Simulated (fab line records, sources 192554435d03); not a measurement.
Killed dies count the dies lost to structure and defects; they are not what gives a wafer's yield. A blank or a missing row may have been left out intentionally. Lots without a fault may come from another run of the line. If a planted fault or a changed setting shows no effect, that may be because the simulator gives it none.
Matching of chambers || flow n5_finfet || N5_HKMG_FIN_ALD_75 on ald_hk-01: 4 sister chambers
The step deposits Al2O3, target thk 1 nm, co reactant pulse time 1 s. 22 wafers are shown with their chamber, then 11 later ones without.

== WAFERS PAIRED WITH THEIR CHAMBERS ==
{"wafer": "L076.3", "chamber": 0, "heater_power_w (W)": 163, "precursor_pulse_height_rel": 0.976}
{"wafer": "L076.4", "chamber": 1, "heater_power_w (W)": 168, "precursor_pulse_height_rel": 1.024}
{"wafer": "L076.5", "chamber": 0, "heater_power_w (W)": 160, "precursor_pulse_height_rel": 1.015}
{"wafer": "L078.3", "chamber": 1, "heater_power_w (W)": 159, "precursor_pulse_height_rel": 0.971}
{"wafer": "L078.4", "chamber": 0, "heater_power_w (W)": 168, "precursor_pulse_height_rel": 0.988}
{"wafer": "L078.6", "chamber": 0, "heater_power_w (W)": 164, "precursor_pulse_height_rel": 0.962}
{"wafer": "L079.1", "chamber": 2, "heater_power_w (W)": 144, "precursor_pulse_height_rel": 1.022}
{"wafer": "L079.3", "chamber": 0, "heater_power_w (W)": 164, "precursor_pulse_height_rel": 0.984}
{"wafer": "L079.4", "chamber": 1, "heater_power_w (W)": 165, "precursor_pulse_height_rel": 1.012}
{"wafer": "L080.3", "chamber": 3, "heater_power_w (W)": 152, "precursor_pulse_height_rel": 0.973}
{"wafer": "L080.4", "chamber": 2, "heater_power_w (W)": 151, "precursor_pulse_height_rel": 0.977}
{"wafer": "L080.5", "chamber": 0, "heater_power_w (W)": 165, "precursor_pulse_height_rel": 1.005}
{"wafer": "L081.4", "chamber": 2, "heater_power_w (W)": 149, "precursor_pulse_height_rel": 0.999}
{"wafer": "L081.5", "chamber": 3, "heater_power_w (W)": 152, "precursor_pulse_height_rel": 0.995}
{"wafer": "L081.6", "chamber": 2, "heater_power_w (W)": 150, "precursor_pulse_height_rel": 0.995}
{"wafer": "L084.4", "chamber": 0, "heater_power_w (W)": 166, "precursor_pulse_height_rel": 0.968}
{"wafer": "L084.5", "chamber": 0, "heater_power_w (W)": 168, "precursor_pulse_height_rel": 1.011}
{"wafer": "L084.6", "chamber": 3, "heater_power_w (W)": 155, "precursor_pulse_height_rel": 1.020}
{"wafer": "L085.1", "chamber": 1, "heater_power_w (W)": 166, "precursor_pulse_height_rel": 0.959}
{"wafer": "L085.2", "chamber": 3, "heater_power_w (W)": 154, "precursor_pulse_height_rel": 1.024}
{"wafer": "L085.6", "chamber": 0, "heater_power_w (W)": 171, "precursor_pulse_height_rel": 0.974}
{"wafer": "L089.2", "chamber": 2, "heater_power_w (W)": 150, "precursor_pulse_height_rel": 0.978}

SIGNATURES, as means of the wafers listed above
{"reading": "heater_power_w", "chamber 0": 165.44, "chamber 1": 164.50, "chamber 2": 148.80, "chamber 3": 153.25, "scatter within a chamber": 3.04}
{"reading": "precursor_pulse_height_rel", "chamber 0": 0.98700, "chamber 1": 0.99150, "chamber 2": 0.99420, "chamber 3": 1.00300, "scatter within a chamber": 0.0223}
Rule: for a wafer and a chamber, the distance is found by dividing, reading by reading, the gap between the wafer's reading and the chamber's mean by the reading's scatter, squaring, summing and taking the root. The wafer belongs to the nearest chamber; if the next one is less than 2 further off, it can't be placed. How the scatter is found: for the shown wafers, subtract from each reading the mean of its chamber, square and add these, divide the total by (wafers less chambers), then take the root.

== WAFERS WHOSE CHAMBER IS MISSING ==
{"wafer": "L089.4", "heater_power_w (W)": 165, "precursor_pulse_height_rel": 1.004}
{"wafer": "L089.5", "heater_power_w (W)": 154, "precursor_pulse_height_rel": 0.997}
{"wafer": "L093.1", "heater_power_w (W)": 151, "precursor_pulse_height_rel": 0.974}
{"wafer": "L093.2", "heater_power_w (W)": 149, "precursor_pulse_height_rel": 1.036}
{"wafer": "L093.4", "heater_power_w (W)": 166, "precursor_pulse_height_rel": 0.968}
{"wafer": "L094.2", "heater_power_w (W)": 145, "precursor_pulse_height_rel": 1.022}
{"wafer": "L094.3", "heater_power_w (W)": 160, "precursor_pulse_height_rel": 0.992}
{"wafer": "L094.4", "heater_power_w (W)": 151, "precursor_pulse_height_rel": 1.018}
{"wafer": "L096.2", "heater_power_w (W)": 164, "precursor_pulse_height_rel": 0.995}
{"wafer": "L096.3", "heater_power_w (W)": 152, "precursor_pulse_height_rel": 1.016}
{"wafer": "L096.5", "heater_power_w (W)": 146, "precursor_pulse_height_rel": 0.996}

== EACH ONE'S CHAMBER ==
{"wafer": "L089.4", "from the rows above": "can't be placed: 1 or 0", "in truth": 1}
{"wafer": "L089.5", "from the rows above": "can't be placed: 3 or 2", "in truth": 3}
{"wafer": "L093.1", "from the rows above": "can't be placed: 2 or 3", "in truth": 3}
{"wafer": "L093.2", "from the rows above": "can't be placed: 2 or 3", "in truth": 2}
{"wafer": "L093.4", "from the rows above": "can't be placed: 0 or 1", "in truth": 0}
{"wafer": "L094.2", "from the rows above": "can't be placed: 2 or 3", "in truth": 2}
{"wafer": "L094.3", "from the rows above": "can't be placed: 1 or 0 or 3", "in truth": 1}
{"wafer": "L094.4", "from the rows above": "can't be placed: 3 or 2", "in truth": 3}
{"wafer": "L096.2", "from the rows above": "can't be placed: 1 or 0", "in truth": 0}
{"wafer": "L096.3", "from the rows above": "can't be placed: 3 or 2", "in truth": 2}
{"wafer": "L096.5", "from the rows above": "can't be placed: 2 or 3", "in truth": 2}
Placed correctly: 0 of 11. Unplaceable from these rows: 11, with the true chamber sitting among the candidates in 11. Wrongly placed: 0.
